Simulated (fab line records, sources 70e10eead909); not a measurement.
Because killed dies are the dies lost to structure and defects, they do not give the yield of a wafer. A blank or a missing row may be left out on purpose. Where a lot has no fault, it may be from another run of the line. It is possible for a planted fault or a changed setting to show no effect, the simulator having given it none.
fab line records -- flow nandHarc
record lots=12, wafers=36, lastDay=24
route steps=1159 shown P_START@1 P_ZERO_WELL@56 P_STI@88 END@1159
lots untouched by any fault: they come from a run of this same line in which no faults occurred
startH: the number of hours between the record's first day and the start of the first shown wafer of the lot -- waitH: hours from the lot's prior step to this one -- " unchanged from the row above -- L1.1+2: one row covering several wafers at once -- - no value, or no start was given -- * or withheld: withheld -- < > ~ a bound
route shown NAME@n: NAME is a module with steps in the file, n the number in the route of the first one -- usual: average and standard deviation across the fault-free wafers -- same: alike in all rows -- chamber/n: place in a boat -- sites: the reading at each site -- _std_site: standard deviation of those values -- _edge_site: the outer-site mean with the inner-site mean subtracted -- radiusMm: how far each site lies from the wafer's centre -- mask NAME#n: copy n -- behind: the most recent tool/chamber to have shaped the wafer -- hold: why the lot was held/for how many hours/how that ended -- device: the n, p or np transistor that did not switch -- end of line: tests run on the same wafers once the route is complete -- step lacking rows: just its recipe -- killed: not the wafer's yield, but the dies lost to structure and defects at the first sort -- map: dies across one wafer; x = killed, . = not, _ = none there
set.NAME: the run value of the setting; set.NAME@STEP: its run value at that earlier step -- model.NAME: the simulator's own value behind a step, which no gauge read
the route's steps for a sample of lots (tables are steps, rows are wafers)
services: the hour from which a tool's chamber was out of use, counted from the record's first day as startH (under 0 if before that day), plus the number of hours and why
## steps
# step NHARC_P_START_INSPECT_01
# usual rawDefectCount=3.5/2.1
lot.wafer,tool,chamber,startH,waitH,rawDefectCount
L414.4,defectInspect-01,-,12.05,-,7
L414.5,defectInspect-01,-,12.05,-,4
L414.6,defectInspect-01,-,12.05,-,2
L415.1,defectInspect-01,-,18.04,-,2
L415.5,defectInspect-01,-,18.04,-,3
L415.6,defectInspect-01,-,18.04,-,0
L417.1,defectInspect-02,-,30.04,-,7
L417.2,defectInspect-02,-,30.04,-,2
L417.4,defectInspect-02,-,30.04,-,4
L419.1,defectInspect-02,-,42.04,-,6
L419.2,defectInspect-02,-,42.04,-,3
L419.6,defectInspect-02,-,42.04,-,6
L421.1,defectInspect-02,-,54.04,-,1
L421.2,defectInspect-02,-,54.04,-,3
L421.4,defectInspect-02,-,54.04,-,3
L430.1,defectInspect-01,-,108.04,-,2
L430.4,defectInspect-01,-,108.04,-,2
L430.5,defectInspect-01,-,108.04,-,7
L431.1,defectInspect-02,-,114.04,-,2
L431.3,defectInspect-02,-,114.04,-,1
L431.4,defectInspect-02,-,114.04,-,6
L432.1,defectInspect-02,-,120.04,-,4
L432.2,defectInspect-02,-,120.04,-,2
L432.5,defectInspect-02,-,120.04,-,4
L433.1,defectInspect-02,-,126.04,-,1
L433.3,defectInspect-02,-,126.04,-,1
L433.4,defectInspect-02,-,126.04,-,4
L435.3,defectInspect-02,-,138.04,-,4
L435.4,defectInspect-02,-,138.04,-,4
L435.6,defectInspect-02,-,138.04,-,1
L436.1,defectInspect-02,-,144.03,-,3
L436.2,defectInspect-02,-,144.03,-,5
L436.6,defectInspect-02,-,144.03,-,2
L437.1,defectInspect-02,-,150.04,-,2
L437.2,defectInspect-02,-,150.04,-,2
L437.4,defectInspect-02,-,150.04,-,5
# step NHARC_P_ZERO_WELL_EXPOSE_49
# recipe na=0.6, targetCdNm=2000, doseMj=22.64, maskId=P_HVPW
lot.wafer,tool,chamber,startH,waitH,mask
L414.4+5+6,krfScanner-02,0,17.63,-,P_HVPW#0
L415.1+5+6,krfScanner-02,0,23.21,-,P_HVPW#0
L417.1+2+4,krfScanner-02,0,35.76,-,P_HVPW#0
L419.1+2+6,krfScanner-03,0,47.67,-,P_HVPW_R1#0
L421.1+2+4,krfScanner-02,0,59.58,-,P_HVPW#0
L430.1+4+5,krfScanner-02,0,113.61,-,P_HVPW#0
L431.1+3+4,krfScanner-03,0,119.80,-,P_HVPW#0
L432.1+2+5,krfScanner-02,0,125.71,-,P_HVPW#0
L433.1+3+4,krfScanner-03,0,131.58,-,P_HVPW#0
L435.3+4+6,krfScanner-01,0,143.74,-,P_HVPW#0
L436.1+2+6,krfScanner-03,0,149.69,-,P_HVPW#0
L437.1+2+4,krfScanner-02,0,155.34,-,P_HVPW#0
# step NHARC_P_ZERO_WELL_CD_MEAS_52
# recipe targetCdNm=2000, landingEnergyEv=500
# usual cdNm=2000.0/1.8
lot.wafer,tool,chamber,startH,waitH,cdNm
L414.4,cdSem-03,0,17.79,-,1998.8
L414.5,cdSem-03,0,17.79,-,1999.1
L414.6,cdSem-03,0,17.79,-,1997.8
L415.1,cdSem-01,0,23.37,-,1998.9
L415.5,cdSem-01,0,23.37,-,1999.4
L415.6,cdSem-01,0,23.37,-,2000.0
L417.1,cdSem-02,0,35.92,-,2001.5
L417.2,cdSem-02,0,35.92,-,2003.1
L417.4,cdSem-02,0,35.92,-,2001.2
L419.1,cdSem-03,0,47.83,-,1712.3
L419.2,cdSem-03,0,47.83,-,1711.4
L419.6,cdSem-03,0,47.83,-,1710.2
L421.1,cdSem-01,0,59.74,-,1998.1
L421.2,cdSem-01,0,59.74,-,2001.2
L421.4,cdSem-01,0,59.74,-,1997.7
L430.1,cdSem-03,0,113.77,-,2003.2
L430.4,cdSem-03,0,113.77,-,2003.4
L430.5,cdSem-03,0,113.77,-,2001.6
L431.1,cdSem-03,0,119.96,-,2002.7
L431.3,cdSem-03,0,119.96,-,2000.8
L431.4,cdSem-03,0,119.96,-,1998.9
L432.1,cdSem-02,0,125.86,-,1999.8
L432.2,cdSem-02,0,125.86,-,2004.4
L432.5,cdSem-02,0,125.86,-,1999.9
L433.1,cdSem-01,0,131.74,-,2000.0
L433.3,cdSem-01,0,131.74,-,2000.6
L433.4,cdSem-01,0,131.74,-,2000.8
L435.3,cdSem-02,0,143.90,-,1998.9
L435.4,cdSem-02,0,143.90,-,2000.3
L435.6,cdSem-02,0,143.90,-,1996.5
L436.1,cdSem-03,0,149.85,-,2003.2
L436.2,cdSem-03,0,149.85,-,2000.5
L436.6,cdSem-03,0,149.85,-,2002.9
L437.1,cdSem-01,0,155.50,-,2002.2
L437.2,cdSem-01,0,155.50,-,1998.0
L437.4,cdSem-01,0,155.50,-,1998.6
# step NHARC_P_STI_ETCH_42
# recipe targetDepthA=800, overetchA=240, timeS=61, ionEnergyEv=200, n2FlowSccm=150, h2FlowSccm=150, arFlowSccm=0, rfW=400, biasW=150, chemistry=N2/H2
# usual drypumpMotorCurrentA=5.5/0.43, oesProductAu=1.005/0.0098, rfVppV=430.0/2.5, showerheadPlenumPTorr=2.02/0.084, throttleValvePct=14.173/0.0091
lot.wafer,tool,chamber,startH,waitH,drypumpMotorCurrentA,oesProductAu,rfHoursCounterH,rfVppV,showerheadPlenumPTorr,throttleValvePct
L414.5,rieDiel-09,1,32.04,0.1,5.1,1.007,-,427.9,1.91,14.164
L414.6,rieDiel-09,2,32.04,0.1,5.9,1.003,-,428.3,1.98,14.164
L414.4,rieDiel-09,3,32.04,0.1,4.9,1.003,-,428.2,1.94,14.162
L415.1,rieDiel-13,0,41.33,0.1,4.9,1.019,6.4,431.7,2.15,14.169
L415.6,rieDiel-13,3,41.33,0.1,5.8,1.011,-,429.1,2.01,14.177
L415.5,rieDiel-13,2,41.33,0.1,5.5,0.992,-,433.2,2.13,14.187
L417.2,rieDiel-09,1,50.27,0.1,5.1,1.005,2.9,427.0,1.91,14.180
L417.1,rieDiel-09,2,50.27,0.1,5.9,1.010,3.2,427.7,1.98,14.165
L417.4,rieDiel-09,0,50.27,0.1,5.9,1.005,2.2,429.7,1.99,14.160
L419.1,rieDiel-09,1,65.48,0.1,5.1,0.994,3.2,428.3,1.91,14.174
L419.2,rieDiel-09,2,65.48,0.1,5.9,1.000,3.5,429.0,1.98,14.169
L419.6,rieDiel-09,3,65.48,0.1,4.9,0.999,-,430.1,1.94,14.185
L421.4,rieDiel-13,3,78.47,0.1,5.9,1.009,9.0,429.2,2.01,14.180
L421.2,rieDiel-13,1,78.47,0.1,5.8,1.008,7.1,432.5,2.10,14.169
L421.1,rieDiel-13,2,78.47,0.1,5.5,0.991,8.7,433.6,2.13,14.165
L430.4,rieDiel-09,3,129.01,0.1,4.9,1.006,1.3,426.5,1.94,14.171
L430.1,rieDiel-09,0,129.01,0.1,5.9,1.011,1.3,430.1,1.99,14.165
L430.5,rieDiel-09,2,129.01,0.1,5.9,1.009,-,428.8,1.98,14.162
L431.1,rieDiel-03,0,138.12,0.1,5.7,1.000,3.2,427.2,1.92,14.163
L431.3,rieDiel-03,1,138.12,0.1,5.0,0.988,3.5,432.3,2.10,14.171
L431.4,rieDiel-03,2,138.12,0.1,6.2,0.994,3.4,426.4,1.97,14.177
L432.1,rieDiel-13,0,144.20,0.1,4.9,1.013,0.3,434.8,2.15,14.157
L432.2,rieDiel-13,2,144.20,0.1,5.5,0.993,1.8,432.0,2.12,14.182
L432.5,rieDiel-13,1,144.20,0.1,5.8,1.007,-,431.6,2.10,14.187
L433.3,rieDiel-13,0,149.21,0.1,4.9,1.024,0.7,433.2,2.15,14.163
L433.1,rieDiel-13,1,149.21,0.1,5.8,1.008,2.1,433.3,2.10,14.173
L433.4,rieDiel-13,3,149.21,0.1,5.9,1.019,2.0,429.4,2.01,14.167
L435.4,rieDiel-09,0,161.52,0.1,5.9,0.994,2.1,429.7,1.99,14.162
L435.3,rieDiel-09,3,161.52,0.1,4.9,1.017,2.1,427.2,1.94,14.162
L435.6,rieDiel-09,1,161.52,0.1,5.1,1.014,-,426.4,1.91,14.164
L436.2,rieDiel-09,0,168.05,0.1,5.9,0.994,2.2,429.7,1.99,14.155
L436.1,rieDiel-09,2,168.05,0.1,5.9,0.999,2.1,429.3,1.98,14.159
L436.6,rieDiel-09,3,168.05,0.1,4.9,1.012,-,427.8,1.94,14.166
L437.1,rieDiel-09,3,174.85,0.1,4.9,1.004,2.4,428.7,1.94,14.172
L437.2,rieDiel-09,0,174.85,0.1,5.9,0.993,2.4,429.3,1.99,14.170
L437.4,rieDiel-09,1,174.85,0.1,5.1,1.007,2.0,427.3,1.91,14.190
# step NHARC_P_STI_ETCH_31
# recipe targetDepthA=1089, timeS=54.5, cf4FlowSccm=100, chf3FlowSccm=30, arFlowSccm=0, rfW=500, biasW=200, chemistry=CF4/CHF3
# usual drypumpMotorCurrentA=5.5/0.43, oesProductAu=0.965/0.02, rfVppV=370.1/2.2, showerheadPlenumPTorr=1.56/0.059, throttleValvePct=16.802/0.0085
lot.wafer,tool,chamber,startH,waitH,drypumpMotorCurrentA,oesProductAu,rfHoursCounterH,rfVppV,showerheadPlenumPTorr,throttleValvePct
L414.6,rieDiel-09,2,-,-,5.9,0.921,-,368.7,1.53,16.794
L414.5,rieDiel-09,3,-,-,4.9,0.919,-,368.1,1.50,16.780
L414.4,rieDiel-09,1,-,-,5.1,0.920,-,366.7,1.48,16.805
L415.1,rieDiel-13,3,-,-,5.9,0.974,6.3,371.2,1.55,16.803
L415.6,rieDiel-13,0,-,-,4.9,0.977,-,372.7,1.65,16.803
L415.5,rieDiel-13,3,-,-,5.9,0.973,-,370.7,1.56,16.799
L417.1,rieDiel-09,0,-,-,5.8,0.962,2.3,371.0,1.54,16.798
L417.4,rieDiel-09,1,-,-,5.1,0.965,2.9,366.6,1.48,16.796
L417.2,rieDiel-09,2,-,-,5.9,0.974,3.2,368.7,1.53,16.813
L419.2,rieDiel-09,3,-,-,4.9,0.947,3.5,367.8,1.50,16.805
L419.1,rieDiel-09,0,-,-,5.9,0.966,2.6,371.2,1.54,16.812
L419.6,rieDiel-09,3,-,-,4.9,0.945,-,367.2,1.50,16.814
L421.1,rieDiel-13,2,-,-,5.5,0.911,8.7,373.2,1.63,16.819
L421.4,rieDiel-13,3,-,-,5.9,0.929,9.0,368.0,1.55,16.817
L421.2,rieDiel-13,1,-,-,5.8,0.923,7.1,371.7,1.62,16.800
L430.4,rieDiel-09,2,-,-,5.9,0.957,1.1,368.9,1.53,16.806
L430.1,rieDiel-09,1,-,-,5.1,0.978,1.1,366.1,1.48,16.806
L430.5,rieDiel-09,2,-,-,5.9,0.969,-,368.8,1.53,16.815
L431.4,rieDiel-03,0,-,-,5.7,0.976,3.3,367.7,1.49,16.816
L431.1,rieDiel-03,1,-,-,5.0,0.960,3.5,370.7,1.62,16.807
L431.3,rieDiel-03,2,-,-,6.1,0.967,3.4,369.5,1.53,16.798
L432.2,rieDiel-13,1,-,-,5.8,0.981,1.7,369.8,1.62,16.803
L432.1,rieDiel-13,2,-,-,5.4,0.942,1.8,371.1,1.63,16.810
L432.5,rieDiel-13,1,-,-,5.8,0.973,-,372.4,1.62,16.812
L433.4,rieDiel-13,2,-,-,5.5,0.963,2.2,371.9,1.63,16.795
L433.1,rieDiel-13,3,-,-,5.9,0.973,2.1,369.1,1.55,16.803
L433.3,rieDiel-13,0,-,-,4.9,0.975,0.7,373.2,1.65,16.809
L435.3,rieDiel-09,3,-,-,4.9,0.923,2.1,368.4,1.50,16.790
L435.4,rieDiel-09,1,-,-,5.1,0.922,1.9,367.5,1.48,16.797
L435.6,rieDiel-09,2,-,-,5.9,0.930,-,370.2,1.53,16.799
L436.1,rieDiel-09,2,-,-,5.9,0.967,2.1,369.9,1.53,16.803
L436.2,rieDiel-09,3,-,-,4.9,0.977,2.3,368.4,1.50,16.799
L436.6,rieDiel-09,0,-,-,5.9,0.963,-,370.2,1.54,16.795
L437.1,rieDiel-09,3,-,-,4.9,0.989,2.4,367.1,1.50,16.815
L437.4,rieDiel-09,0,-,-,5.9,0.954,2.4,369.0,1.54,16.808
L437.2,rieDiel-09,2,-,-,5.9,0.978,2.2,368.5,1.53,16.804
# step NHARC_END_SORT_01
# recipe tempC=25
# usual killedAtArray=28/10, killedAtOther=0.5/0.82, killedAtPeriphery=3.4/2.2, killedDies=31/10, killedOpen=3.4/1.9, killedShort=1.9/1.3
# same grossDies=677
lot.wafer,tool,chamber,startH,waitH,killedAtArray,killedAtOther,killedAtPeriphery,killedDies,killedOpen,killedShort
L419.1,prober-01,0,480.55,2.5,23,0,129,152,3,2
L419.2,prober-01,0,481.33,2.8,27,0,112,139,5,1
L419.6,prober-01,0,484.43,3.9,30,0,113,143,4,2
# killed by level:class
L419.1 P_ZERO_WELL:areaExpose=125 A_CONTACT:chamberFilmFlake=7 A_SLIT:chamberFilmFlake=6 P_M1:chamberFilmFlake=2 A_CHANNEL_HOLE_D1:chamberFilmFlake=2 A_STAIRCASE:chamberFilmFlake=2 A_M1:chamberFilmFlake=2 P_CONTACT:geometricParticle:open=1
L419.2 P_ZERO_WELL:areaExpose=107 A_SLIT:chamberFilmFlake=11 A_CONTACT:chamberFilmFlake=7 P_M1:chamberFilmFlake=4 A_CONTACT:geometricParticle:open=3 P_CONTACT:geometricParticle:open=1 A_BLC:geometricParticle:open=1 A_BLC:geometricParticle:short=1
L419.6 P_ZERO_WELL:areaExpose=108 A_SLIT:chamberFilmFlake=16 A_CONTACT:chamberFilmFlake=5 A_CHANNEL_HOLE_D1:chamberFilmFlake=3 P_M0:geometricParticle:open=2 P_M1:chamberFilmFlake=2 A_CHANNEL_HOLE_D1:geometricParticle:open=1 A_SGD_CUT:geometricParticle:short=1
## services
tool,chamber,startH,hours,kind
krfScanner-03,-,-4.00,4.0,pm
rieDiel-03,0,5.88,3.2,repair
rieDiel-09,0,7.10,-,clean
rieDiel-09,1,7.10,-,clean
rieDiel-09,2,7.10,-,clean
rieDiel-03,-,8.63,0.5,repair
krfScanner-03,-,13.81,0.5,repair
rieDiel-13,1,16.78,33.7,repair
krfScanner-03,-,18.16,4.3,repair
rieDiel-09,0,19.80,20.1,repair
krfScanner-02,-,38.00,4.0,pm
rieDiel-03,-,38.30,9.0,pm
rieDiel-09,-,57.18,1.1,repair
rieDiel-09,-,75.82,1.8,repair
krfScanner-01,-,84.00,4.0,pm
rieDiel-13,-,99.00,9.0,pm
krfScanner-03,-,100.43,0.6,repair
rieDiel-03,-,101.79,0.3,repair
krfScanner-02,-,110.35,0.3,repair
krfScanner-03,-,112.74,1.6,repair
rieDiel-13,0,117.00,17.6,repair
rieDiel-13,3,159.07,8.3,repair
rieDiel-09,1,167.76,5.6,repair
krfScanner-03,-,168.00,4.0,pm
## key
firstSign step=NHARC_P_ZERO_WELL_EXPOSE_49, reading=mask, direction=changed
effect step=NHARC_P_ZERO_WELL_CD_MEAS_52, reading=cdNm, direction=down, sigmas=99+, usual=2000.0, struck=1711.3
effect step=NHARC_END_SORT_01, reading=killedAtPeriphery, direction=up, sigmas=52, usual=3.4, struck=118
moreKillsBornAt NHARC_P_ZERO_WELL_EXPOSE_49@krfScanner-03=340
metAt NHARC_P_ZERO_WELL_EXPOSE_49
struckLots L419
testerLeftOut L419
notActingAt NHARC_P_START_INSPECT_01,NHARC_P_STI_ETCH_42,NHARC_P_STI_ETCH_31
fault kind=wrongMask, tool=any, chamber=-, onsetH=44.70, steps=NHARC_P_ZERO_WELL_EXPOSE_49, auxCopy=P_HVPW_R1#0, cdOffsetNm=-288.95, scope=struckLotsOnly
# testerLeftOut: of these lots the tester's yield and bins aren't shown, on N5 and GAA mostly nor the transistor test; their killed dies are dies lost to structure and defects alone, not to doping, threshold or leakage, so they don't give the yield
